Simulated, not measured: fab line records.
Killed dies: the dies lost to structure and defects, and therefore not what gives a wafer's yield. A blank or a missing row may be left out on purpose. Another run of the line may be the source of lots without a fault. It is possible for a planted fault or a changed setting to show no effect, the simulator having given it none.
fab line records | flow n5Finfet
record: lots: 7 wafers: 21
route steps=1938 shown BEOL_M10@1496 BEOL_M12@1605 BEOL_M13@1673 BEOL_M15@1775
startH: hours from the record's first day to the start of the lot's first wafer shown | waitH: how many hours have passed since the lot's step before this one | " same as the row above | L1.1+2: one row covering several wafers at once | - no value present, or no start provided | * or withheld: withheld | < > ~ a bound
route shown NAME@n: names a module that has steps shown in the file, with the first one's number in the route | usual: average and standard deviation across the fault-free wafers | same: alike in all rows | chamber/n: place in a boat | sites: readings site by site | _std_site: standard deviation across them | _edge_site: outer sites' mean less inner sites' | radiusMm: how far each site lies from the wafer's centre | mask NAME#n: copy n | behind: the last tool/chamber to shape the wafer | hold: what put the lot on hold/how long, in hours/how the hold closed | device: the n, p or np transistor that did not switch | end of line: the tests these same wafers got at the end of their route | step lacking rows: just its recipe | killed: not the wafer's yield, but the dies lost to structure and defects at the first sort | map: per-die view of a wafer (x killed, . not killed, _ where there is no die)
set.NAME: the run value of the setting; set.NAME@STEP: its run value at that earlier step | model.NAME: the simulator's own value behind a step, which no gauge read
lots with deliberately changed settings; one table per step, one row per wafer
== steps ==
step: N5_BEOL_M10_COAT_22
recipe: resist: CAR-ArF spinRpm: 1500 resistThkNm: 90
columns lot.wafer tool chamber startH waitH set.spinRpm model.CAR-ArF_of_BEOL_M10_COAT_22.thkNm
L074.3+6 lithoTrack-04 0 - - 1500 90
L074.4 " 0 " " 1455 91.4
L075.3 lithoTrack-04 0 - - 1500 89.6
L075.4+6 " 0 " " 1591 87.2
L082.2 lithoTrack-05 0 - - 1338 95.2
L082.3 " 0 " " 1500 90.2
L082.5 " 0 " " 1338 95.4
L083.1+5+6 lithoTrack-05 0 - - 1500 89.8
L087.3 lithoTrack-05 0 - - 1500 90.2
L087.4+6 " 0 " " 1645 86.4
L092.4 lithoTrack-04 0 - - 1647 85.8
L092.5 " 0 " " 1500 89.6
L092.6 " 0 " " 1647 85.6
L091.2 lithoTrack-05 0 - - 1500 90
L091.4 " 0 " " 1453 91.6
L091.6 " 0 " " 1500 90.2
step: N5_BEOL_M10_EBR_24
recipe: solvent: PGMEA ebrWidthMm: 1.5
step: N5_BEOL_M10_SOFTBAKE_23
recipe: tempC: 110 timeS: 60 resist: CAR-ArF
step: N5_BEOL_M10_EXPOSE_25
recipe: maskId: V9 na: 1.35 sourceShape: annular sigmaInner: 0.5 sigmaOuter: 0.8 polarization: unpolarized doseMj: 85.5
step: N5_BEOL_M10_PEB_26
recipe: pebTempC: withheld pebTimeS: 60 resist: CAR-ArF
step: N5_BEOL_M10_DEVELOP_27
recipe: developTimeS: 30 developer: TMAH resist: CAR-ArF rinseLiquid: diw dry: airSpin devTempC: 23
columns lot.wafer tool chamber startH waitH set.spinRpm@BEOL_M10_COAT_22 model.CAR-ArF_of_BEOL_M10_COAT_22.thkNm
L074.3+6 lithoTrack-04 0 - - 1500 88.2
L074.4 " 0 " " 1455 89.8
L075.3 lithoTrack-02 0 - - 1500 88
L075.4 " 0 " " 1591 85.6
L075.6 " 0 " " 1591 85.4
L082.2 lithoTrack-04 0 - - 1338 93.4
L082.3 " 0 " " 1500 88.6
L082.5 " 0 " " 1338 93.6
L083.1+5+6 lithoTrack-04 0 - - 1500 88.2
L087.3 lithoTrack-05 0 - - 1500 88.6
L087.4+6 " 0 " " 1645 84.6
L092.4 lithoTrack-04 0 - - 1647 84.2
L092.5 " 0 " " 1500 88
L092.6 " 0 " " 1647 84
L091.2 lithoTrack-04 0 - - 1500 88.2
L091.4 " 0 " " 1453 90
L091.6 " 0 " " 1500 88.4
step: N5_BEOL_M10_DESCUM_33
recipe: chemistry: O2 timeS: 7.9 sourcePowerW: 50 biasPowerW: 20 pressureMtorr: 20 rfFrequencyHz: 2.712e+07 tempC: 40 resist: CAR-ArF o2FlowSccm: 225
step: N5_BEOL_M10_ETCH_65
recipe: chemistry: CF4 target: SiARC targetDepthA: 390 maskMaterial: CAR-ArF timeS: 65 ionEnergyEv: 80 pressureMtorr: 40 sourceW: 545 biasW: 36 Ar_flow_sccm: 100 cf4FlowSccm: 100 ends: cleared
step: N5_BEOL_M10_ETCH_66
recipe: chemistry: N2/H2 target: SOC targetDepthA: 1200 overetchA: 240 maskMaterial: SiARC tempC: 40 timeS: 180 ionEnergyEv: 200 pressureMtorr: 30 sourceW: 840 biasW: 150 n2FlowSccm: 200 h2FlowSccm: 200
columns lot.wafer tool chamber startH waitH set.spinRpm@BEOL_M10_COAT_63 model.etch.depthNm
L074.3 rieDiel-04 3 211.92 0.0 1500 99.93
L074.4 " 0 " " 1500 99.86
L074.6 " 0 " " 1500 99.72
L075.3 rieDiel-04 3 220.39 0.0 1500 99.83
L075.4 " 2 " " 1627 95.95
L075.6 " 0 " " 1627 95.75
L082.2 rieDiel-03 0 271.10 0.0 1500 100.2
L082.3 " 1 " " 1500 100.6
L082.5 " 2 " " 1500 100.5
L083.1 rieDiel-05 3 271.27 0.0 1500 100
L083.5 " 2 " " 1500 99.98
L083.6 " 1 " " 1500 99.95
L087.3 rieDiel-03 1 298.08 0.0 1500 99.96
L087.4 " 0 " " 1500 99.77
L087.6 " 2 " " 1500 100.1
L092.4 rieDiel-03 3 332.77 0.1 1500 99.68
L092.5 " 1 " " 1500 100.2
L092.6 " 2 " " 1500 99.77
L091.2 rieDiel-04 3 332.88 0.0 1610 96.28
L091.4 " 1 " " 1500 99.8
L091.6 " 2 " " 1500 99.57
step: N5_BEOL_M10_VIA_ETCH_34
recipe: chemistry: C4F6/O2 target: SiCOH_lowk targetDepthA: 1845 maskMaterial: SOC taperDeg: 4 timeS: 69.2 ionEnergyEv: 250 pressureMtorr: 30 sourceW: 345 biasW: 185 Ar_flow_sccm: 300 C4F6_flow_sccm: 10 O2_flow_sccm: 10
usual: rfVppV: 663/11
columns lot.wafer tool chamber startH waitH set.biasW set.spinRpm@BEOL_M10_COAT_63 rfVppV model.SOC_of_BEOL_M10_COAT_63.thkNm
L074.3 rieDiel-04 3 212.05 0.0 174.6 1500 653 92.2
L074.4 " 0 " " 185 1500 675 92
L074.6 " 0 " " 185 1500 674 91.8
L075.3 rieDiel-04 3 220.51 0.0 214.6 1500 766 91.6
L075.4 " 2 " " 185 1627 651 88.2
L075.6 " 0 " " 214.6 1627 759 87.4
L082.2 rieDiel-03 0 271.22 0.0 185 1500 662 92.4
L082.3 " 1 " " 185 1500 654 92.4
L082.5 " 2 " " 174.3 1500 637 92.4
L083.1 rieDiel-05 3 271.39 0.0 185 1500 644 92.4
L083.5 " 2 " " 185 1500 667 91.8
L083.6 " 1 " " 185 1500 647 92.2
L087.3 rieDiel-03 1 298.21 0.0 176.2 1500 632 92
L087.4 " 0 " " 176.2 1500 636 92
L087.6 " 2 " " 185 1500 666 91.8
L092.4 rieDiel-03 3 332.86 0.0 185 1500 669 91.6
L092.5 " 1 " " 185 1500 656 92.2
L092.6 " 2 " " 201.4 1500 713 91.2
L091.2 rieDiel-04 3 333.00 0.0 218.1 1610 778 88
L091.4 " 1 " " 218.1 1500 754 91.2
L091.6 " 2 " " 185 1500 650 91.6
step: N5_BEOL_M10_TRENCH_ETCH_37
recipe: chemistry: C4F6/O2 targetDepthA: 1488.3 target: SiCOH_lowk timeS: 48 ionEnergyEv: 250 pressureMtorr: 30 sourceW: 345 biasW: 185 Ar_flow_sccm: 300 C4F6_flow_sccm: 10 O2_flow_sccm: 10
usual: rfVppV: 664/11
columns lot.wafer tool chamber startH waitH set.biasW rfVppV
L074.3 rieDiel-04 3 - - 175.3 654
L074.4 " 0 " " 175.3 648
L074.6 " 0 " " 185 675
L075.3 rieDiel-04 3 - - 154.9 592
L075.4 " 2 " " 185 652
L075.6 " 0 " " 154.9 586
L082.2 rieDiel-03 0 - - 171.9 624
L082.3 " 1 " " 185 656
L082.5 " 2 " " 171.9 628
L083.1 rieDiel-05 3 - - 185 643
L083.5 " 2 " " 185 666
L083.6 " 1 " " 185 646
L087.3 rieDiel-03 1 - - 185 657
L087.4 " 0 " " 185 661
L087.6 " 2 " " 204.2 722
L092.4 rieDiel-03 3 - - 200.2 714
L092.5 " 1 " " 185 657
L092.6 " 2 " " 185 668
L091.2 rieDiel-04 3 - - 185 682
L091.4 " 1 " " 185 661
L091.6 " 2 " " 169.5 607
step: N5_BEOL_M12_COAT_04
recipe: spinRpm: 1625 resistThkNm: 400
columns lot.wafer tool chamber startH waitH set.spinRpm model.coat_of_BEOL_M12_COAT_04.thkNm
L074.3 lithoTrack-03 0 - - 1521 415.2
L074.4 " 0 " " 1625 401.4
L074.6 " 0 " " 1625 401.2
L075.3 lithoTrack-03 0 - - 1625 400.6
L075.4 " 0 " " 1508 416.6
L075.6 " 0 " " 1625 400.8
L083.1 lithoTrack-02 0 - - 1625 401.8
L083.5 " 0 " " 1625 401.4
L083.6 " 0 " " 1625 401.2
L082.2 lithoTrack-03 0 - - 1625 400.8
L082.3 " 0 " " 1764 384.8
L082.5 " 0 " " 1764 384.6
L087.3 lithoTrack-04 0 - - 1625 398.6
L087.4 " 0 " " 1553 408.6
L087.6 " 0 " " 1625 398.4
L092.4+5+6 lithoTrack-02 0 - - 1625 400.6
L091.2 lithoTrack-04 0 - - 1625 399.6
L091.4 " 0 " " 1625 400.2
L091.6 " 0 " " 1798 379.4
step: N5_BEOL_M12_EBR_06
recipe: solvent: PGMEA ebrWidthMm: 1.5
step: N5_BEOL_M12_SOFTBAKE_05
recipe: tempC: 130 timeS: 60
step: N5_BEOL_M12_DESCUM_15
recipe: chemistry: O2 timeS: 7.9 sourcePowerW: 50 biasPowerW: 20 pressureMtorr: 20 rfFrequencyHz: 2.712e+07 tempC: 40 o2FlowSccm: 225
step: N5_BEOL_M12_ETCH_59
recipe: chemistry: N2/H2 target: BARC targetDepthA: 890 overetchA: 267 timeS: 67.9 ionEnergyEv: 200 pressureMtorr: 30 sourceW: 840 biasW: 150 n2FlowSccm: 200 h2FlowSccm: 200
step: N5_BEOL_M12_VIA_ETCH_16
recipe: chemistry: C4F8/O2/Ar target: SiOC pressureMtorr: 30 sourceW: 3000 biasW: 700 Ar_flow_sccm: 400 C4F8_flow_sccm: 15 O2_flow_sccm: 8 heInnerTorr: 15 heOuterTorr: 30 targetDepthA: 7248 timeS: withheld ionEnergyEv: 250 ends: cleared
columns lot.wafer tool chamber startH waitH set.spinRpm@BEOL_M12_COAT_04 model.coat_of_BEOL_M12_COAT_04.thkNm
L074.3 rieDiel-03 2 224.70 0.0 1521 141
L074.4 " 0 " " 1625 121.6
L074.6 " 2 " " 1625 123.8
L075.3 rieDiel-04 3 234.66 0.0 1625 123.6
L075.4 " 0 " " 1508 139
L075.6 " 2 " " 1625 124
L083.1 rieDiel-04 3 286.23 0.0 1625 131.4
L083.5 " 1 " " 1625 122.2
L083.6 " 0 " " 1625 128.6
L082.2 rieDiel-03 0 286.36 0.0 1625 130.6
L082.3 " 3 " " 1764 112
L082.5 " 1 " " 1764 105.6
L087.3+6 rieDiel-04 1,3 309.45 0.0 1625 121.6
L087.4 " 2 " " 1553 129.6
L092.4 rieDiel-05 0 342.79 0.1 1625 121.4
L092.5 " 2 " " 1625 120.2
L092.6 " 3 " " 1625 121.8
L091.2 rieDiel-04 2 343.31 0.0 1625 121.2
L091.4 " 1 " " 1625 117.6
L091.6 " 3 " " 1798 98.8
step: N5_BEOL_M12_STRIP_63
recipe: chemistry: N2/H2 powerW: 1000 tempC: 250 h2Frac: 0.65 overashFraction: 0.3 pressureMtorr: 1000 n2FlowSccm: 1750 h2FlowSccm: 3250
usual: stripTimeToEndpointS: 42.5/1
columns lot.wafer tool chamber startH waitH set.spinRpm@BEOL_M12_COAT_04 stripTimeToEndpointS
L074.3 plasmaAsher-01 1 224.92 - 1521 47.3
L074.4 " 0 " " 1625 42.1
L074.6 " 0 " " 1625 42.7
L075.3 plasmaAsher-02 0 234.88 - 1625 42.7
L075.4 " 1 " " 1508 46.8
L075.6 " 1 " " 1625 42.8
L083.1 plasmaAsher-01 0 286.43 - 1625 44.7
L083.5 " 0 " " 1625 42.3
L083.6 " 1 " " 1625 44.0
L082.2 plasmaAsher-02 1 286.55 - 1625 44.5
L082.3 " 0 " " 1764 39.5
L082.5 " 1 " " 1764 37.8
L087.3 plasmaAsher-01 1 309.67 - 1625 42.1
L087.4 " 0 " " 1553 44.2
L087.6 " 1 " " 1625 42.1
L092.4 plasmaAsher-02 1 343.07 - 1625 42.1
L092.5 " 1 " " 1625 41.7
L092.6 " 0 " " 1625 42.2
L091.2 plasmaAsher-02 1 343.59 - 1625 42.0
L091.4 " 1 " " 1625 41.0
L091.6 " 1 " " 1798 35.9
step: N5_BEOL_M13_ETCH_59
recipe: chemistry: N2/H2 target: BARC targetDepthA: 890 overetchA: 267 timeS: 67.9 ionEnergyEv: 200 pressureMtorr: 30 sourceW: 840 biasW: 150 n2FlowSccm: 200 h2FlowSccm: 200
columns lot.wafer tool chamber startH waitH set.timeS model.coat_of_BEOL_M13_COAT_04.thkNm
L074.3 rieDiel-01 3 231.58 0.0 59.07 327
L074.4 " 0 " " 59.07 326
L074.6 " 3 " " 67.9 319.4
L075.3 rieDiel-06 3 240.09 0.0 67.9 316.4
L075.4 " 0 " " 67.9 317.8
L075.6 " 0 " " 67.9 319
L082.2 rieDiel-06 2 297.49 0.0 60.61 324.4
L082.3 " 3 " " 67.9 316.8
L082.5 " 2 " " 67.9 316.6
L083.1 rieDiel-02 0 298.12 0.0 67.9 315.2
L083.5 " 1 " " 67.9 316.2
L083.6 " 0 " " 67.9 315.8
L087.3 rieDiel-06 1 316.02 0.0 79.02 306
L087.4 " 2 " " 67.9 316
L087.6 " 3 " " 79.02 304.6
L092.4 rieDiel-02 1 346.80 0.0 67.9 316.4
L092.5 " 3 " " 67.9 318.4
L092.6 " 2 " " 67.9 318.8
L091.2 rieDiel-01 3 348.62 0.0 72.48 316.6
L091.4 " 2 " " 67.9 317
L091.6 " 3 " " 67.9 321.2
step: N5_BEOL_M13_COAT_65
recipe: resist: SOC tempC: 250 timeS: 60 spinRpm: 1500 resistThkNm: 350
columns lot.wafer tool chamber startH waitH set.spinRpm model.SOC_of_BEOL_M13_COAT_65.thkNm
L074.3 lithoTrack-02 0 232.12 0.0 1500 350.2
L074.4 " 0 " " 1500 350.4
L074.6 " 0 " " 1411 361.8
L075.3 lithoTrack-01 0 240.62 0.0 1500 351
L075.4 " 0 " " 1500 350.2
L075.6 " 0 " " 1500 350.4
L082.2+5 lithoTrack-05 0 298.03 0.0 1641 334.2
L082.3 " 0 " " 1500 349.8
L083.1 lithoTrack-01 0 298.65 0.0 1500 352.4
L083.5 " 0 " " 1500 351.6
L083.6 " 0 " " 1500 352.2
L087.3+4 lithoTrack-05 0 316.55 0.0 1500 351.2
L087.6 " 0 " " 1500 351.4
L092.4 lithoTrack-02 0 347.33 0.0 1500 350
L092.5 " 0 " " 1500 350.4
L092.6 " 0 " " 1500 350.2
L091.2 lithoTrack-01 0 349.15 0.0 1357 370
L091.4 " 0 " " 1500 351.8
L091.6 " 0 " " 1357 369.8
step: N5_BEOL_M13_SPUTTER_43
recipe: material: TaN targetThkA: 150 tempC: 50 biasV: 168.6 powerW: 15000 chamberPressurePa: 0.12 timeS: 24.19
columns lot.wafer tool chamber startH waitH set.timeS model.TaN_of_BEOL_M13_SPUTTER_43.thkNm
L074.3 pvdSputter-01 - 235.23 0.0 21.92 13.4
L074.4 " - " " 24.19 15
L074.6 " - " " 21.92 13.6
L075.3 pvdSputter-02 - 242.53 0.0 24.19 14.8
L075.4 " - " " 26.15 16
L075.6 " - " " 26.15 16.4
L082.2 pvdSputter-01 - 299.58 0.0 24.19 15.2
L082.3 " - " " 25.44 15.8
L082.5 " - " " 25.44 15.6
L083.1+5 pvdSputter-02 - 300.12 0.0 24.19 15.2
L083.6 " - " " 24.19 14.8
L087.3+4+6 pvdSputter-03 - 322.71 0.0 24.19 15
L092.4 pvdSputter-02 - 353.42 0.0 24.19 15
L092.5 " - " " 27 16.8
L092.6 " - " " 24.19 14.8
L091.2+4 pvdSputter-01 - 353.59 0.0 24.19 15.2
L091.6 " - " " 24.19 15.4
step: N5_BEOL_M13_DEP_53
recipe: material: SiCN targetThkA: 500 tempC: withheld precursor: 3MS/NH3 pressureTorr: 3 rfW: 675 timeS: 17.8
columns lot.wafer tool chamber startH waitH set.timeS model.SiCN_of_BEOL_M13_DEP_53.thkNm
L074.3 pecvd-04 1 236.34 0.0 15.8 45
L074.4 " 2 " " 17.8 50
L074.6 " 0 " " 17.8 50.4
L075.3 pecvd-03 1 243.63 0.0 17.8 49
L075.4 " 2 " " 19.65 54.8
L075.6 " 1 " " 19.65 54.4
L082.2+5 pecvd-03 2 300.83 0.0 17.8 49.4
L082.3 " 0 " " 17.8 49.6
L083.1 pecvd-04 1 301.29 0.0 17.8 50.2
L083.5 " 1 " " 17.8 51
L083.6 " 2 " " 17.8 50
L087.3 pecvd-04 2 323.84 0.0 17.8 50.2
L087.4 " 1 " " 17.8 50.8
L087.6 " 2 " " 17.8 49.8
L092.4 pecvd-04 0 354.62 0.0 17.8 49.8
L092.5 " 2 " " 17.8 50.2
L092.6 " 1 " " 17.8 50.8
L091.2 pecvd-03 1 355.26 0.0 16.78 46.6
L091.4 " 1 " " 16.78 47.6
L091.6 " 0 " " 16.78 47.4
step: N5_BEOL_M15_COAT_58
recipe: resist: BARC tempC: 205 timeS: 60 spinRpm: 1500 resistThkNm: 89
columns lot.wafer tool chamber startH waitH set.spinRpm model.BARC_of_BEOL_M15_COAT_58.thkNm
L074.3 lithoTrack-02 0 243.03 0.0 1592 86.6
L074.4+6 " 0 " " 1592 86.8
L075.3+6 lithoTrack-04 0 256.80 0.0 1500 88.8
L075.4 " 0 " " 1500 88.6
L082.2+3+5 lithoTrack-05 0 306.07 0.0 1500 89
L083.1 lithoTrack-04 0 306.36 0.0 1500 89
L083.5 " 0 " " 1500 89.4
L083.6 " 0 " " 1500 89.2
L087.3 lithoTrack-05 0 328.72 0.0 1500 89
L087.4 " 0 " " 1392 92.8
L087.6 " 0 " " 1392 92.4
L092.4+6 lithoTrack-05 0 358.91 0.0 1600 86.6
L092.5 " 0 " " 1500 89.6
L091.2 lithoTrack-02 0 361.54 0.0 1500 89.4
L091.4+6 " 0 " " 1407 92.2
step: N5_BEOL_M15_EXPOSE_07
recipe: maskId: V14 na: 0.8 sourceShape: annular sigmaInner: 0.5 sigmaOuter: 0.8 polarization: unpolarized attpsmPhaseDeg: 180 doseMj: 41.25
columns lot.wafer tool chamber startH waitH mask set.doseMj
L074.3+4+6 krfScanner-01 0 243.14 - V14#0 41.25
L075.3+4 krfScanner-02 0 257.03 - V14#0 41.25
L075.6 " 0 " " V14#0 43.48
L082.2+3+5 krfScanner-01 0 306.18 - V14#0 41.25
L083.1+5+6 krfScanner-02 0 306.59 - V14#0 41.25
L087.3 krfScanner-02 0 328.96 - V14#0 43.8
L087.4+6 " 0 " " V14#0 41.25
L092.4+5 krfScanner-02 0 359.03 - V14#0 39.74
L092.6 " 0 " " V14#0 41.25
L091.2+6 krfScanner-02 0 361.64 - V14#0 41.25
L091.4 " 0 " " V14#0 42.65
step: N5_BEOL_M15_PEB_08
recipe: pebTempC: 130 pebTimeS: 90
step: N5_BEOL_M15_DEVELOP_09
recipe: developTimeS: 45 rinseLiquid: diw dry: airSpin devTempC: 21
step: N5_BEOL_M15_HARDBAKE_14
recipe: tempC: 130 timeS: 120
step: N5_BEOL_M15_CD_MEAS_10
recipe: targetCdNm: 360 landingEnergyEv: 500 detector: seInlens polarity: opening
usual: cdNm: 359.5/1.6
columns lot.wafer tool chamber startH waitH set.doseMj@BEOL_M15_EXPOSE_07 cdNm
L074.3 cdSem-03 0 243.31 - 41.25 360.0
L074.4 " 0 " " 41.25 357.2
L074.6 " 0 " " 41.25 356.5
L075.3 cdSem-01 0 257.19 - 41.25 359.6
L075.4 " 0 " " 41.25 359.3
L075.6 " 0 " " 43.48 365.7
L082.2 cdSem-01 0 306.35 - 41.25 358.1
L082.3 " 0 " " 41.25 362.5
L082.5 " 0 " " 41.25 362.7
L083.1 cdSem-03 0 306.76 - 41.25 359.6
L083.5 " 0 " " 41.25 360.0
L083.6 " 0 " " 41.25 361.3
L087.3 cdSem-01 0 329.12 - 43.8 368.7
L087.4 " 0 " " 41.25 357.9
L087.6 " 0 " " 41.25 357.7
L092.4 cdSem-02 0 359.19 - 39.74 352.4
L092.5 " 0 " " 39.74 354.0
L092.6 " 0 " " 41.25 357.9
L091.2 cdSem-01 0 361.81 - 41.25 359.6
L091.4 " 0 " " 42.65 367.0
L091.6 " 0 " " 41.25 361.3
step: N5_BEOL_M15_DESCUM_15
recipe: chemistry: O2 timeS: 7.9 sourcePowerW: 50 biasPowerW: 20 pressureMtorr: 20 rfFrequencyHz: 2.712e+07 tempC: 40 o2FlowSccm: 225
step: N5_BEOL_M15_ETCH_59
recipe: chemistry: N2/H2 target: BARC targetDepthA: 890 overetchA: 267 timeS: 67.9 ionEnergyEv: 200 pressureMtorr: 30 sourceW: 840 biasW: 150 n2FlowSccm: 200 h2FlowSccm: 200
columns lot.wafer tool chamber startH waitH set.spinRpm@BEOL_M15_COAT_58 model.etch.depthNm
L074.3 rieDiel-01 0 243.43 0.0 1592 86.69
L074.4 " 3 " " 1592 86.79
L074.6 " 0 " " 1592 86.81
L075.3+6 rieDiel-01 0,3 257.31 0.0 1500 88.85
L075.4 " 0 " " 1500 88.67
L082.2 rieDiel-06 1 306.72 0.0 1500 89.07
L082.3+5 " 0,1 " " 1500 88.96
L083.1 rieDiel-01 3 307.17 0.0 1500 89.05
L083.5 " 0 " " 1500 89.43
L083.6 " 3 " " 1500 89.12
L087.3 rieDiel-06 2 329.36 0.0 1500 89.06
L087.4 " 1 " " 1392 92.73
L087.6 " 2 " " 1392 92.5
L092.4 rieDiel-02 1 359.30 0.0 1600 86.52
L092.5 " 0 " " 1500 89.56
L092.6 " 1 " " 1600 86.53
L091.2 rieDiel-01 3 361.93 0.0 1500 89.41
L091.4 " 1 " " 1407 92.1
L091.6 " 1 " " 1407 92.12
== key ==
split: step: N5_BEOL_M10_COAT_22 setting: spinRpm stated: 1500 by: wafer
response: step: N5_BEOL_M10_COAT_22 reading: model.CAR-ArF_of_BEOL_M10_COAT_22.thkNm change: -0.424 per: 1% r: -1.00
response: step: N5_BEOL_M10_DEVELOP_27 reading: model.CAR-ArF_of_BEOL_M10_COAT_22.thkNm change: -0.429 per: 1% r: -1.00
split: step: N5_BEOL_M10_VIA_ETCH_34 setting: biasW stated: 185 by: wafer
response: step: N5_BEOL_M10_VIA_ETCH_34 reading: rfVppV change: +6.35 per: 1% r: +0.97
split: step: N5_BEOL_M10_TRENCH_ETCH_37 setting: biasW stated: 185 by: wafer
response: step: N5_BEOL_M10_TRENCH_ETCH_37 reading: rfVppV change: +5.06 per: 1% r: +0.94
split: step: N5_BEOL_M12_COAT_04 setting: spinRpm stated: 1625 by: wafer
response: step: N5_BEOL_M12_COAT_04 reading: model.coat_of_BEOL_M12_COAT_04.thkNm change: -2.02 per: 1% r: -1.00
response: step: N5_BEOL_M12_VIA_ETCH_16 reading: model.coat_of_BEOL_M12_COAT_04.thkNm change: -2.23 per: 1% r: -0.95
response: step: N5_BEOL_M12_STRIP_63 reading: stripTimeToEndpointS change: * per: 1% r: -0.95
split: step: N5_BEOL_M13_ETCH_59 setting: timeS stated: 67.9 by: wafer
response: step: N5_BEOL_M13_ETCH_59 reading: model.coat_of_BEOL_M13_COAT_04.thkNm change: -0.614 per: 1% r: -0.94
split: step: N5_BEOL_M13_COAT_65 setting: spinRpm stated: 1500 by: wafer
response: step: N5_BEOL_M13_COAT_65 reading: model.SOC_of_BEOL_M13_COAT_65.thkNm change: -1.81 per: 1% r: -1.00
split: step: N5_BEOL_M13_SPUTTER_43 setting: timeS stated: 24.19 by: wafer
response: step: N5_BEOL_M13_SPUTTER_43 reading: model.TaN_of_BEOL_M13_SPUTTER_43.thkNm change: +0.159 per: 1% r: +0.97
split: step: N5_BEOL_M13_DEP_53 setting: timeS stated: 17.8 by: wafer
response: step: N5_BEOL_M13_DEP_53 reading: model.SiCN_of_BEOL_M13_DEP_53.thkNm change: +0.498 per: 1% r: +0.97
split: step: N5_BEOL_M15_COAT_58 setting: spinRpm stated: 1500 by: wafer
response: step: N5_BEOL_M15_COAT_58 reading: model.BARC_of_BEOL_M15_COAT_58.thkNm change: -0.47 per: 1% r: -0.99
response: step: N5_BEOL_M15_ETCH_59 reading: model.etch.depthNm change: -0.464 per: 1% r: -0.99
split: step: N5_BEOL_M15_EXPOSE_07 setting: doseMj stated: 41.25 by: wafer
response: step: N5_BEOL_M15_CD_MEAS_10 reading: cdNm change: +1.53 per: 1% r: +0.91
split outsideThisFile step=N5_BEOL_M10_COAT_63 setting=spinRpm
split outsideThisFile: this setting was split too, and the file shows its column; the key of that split is in another file
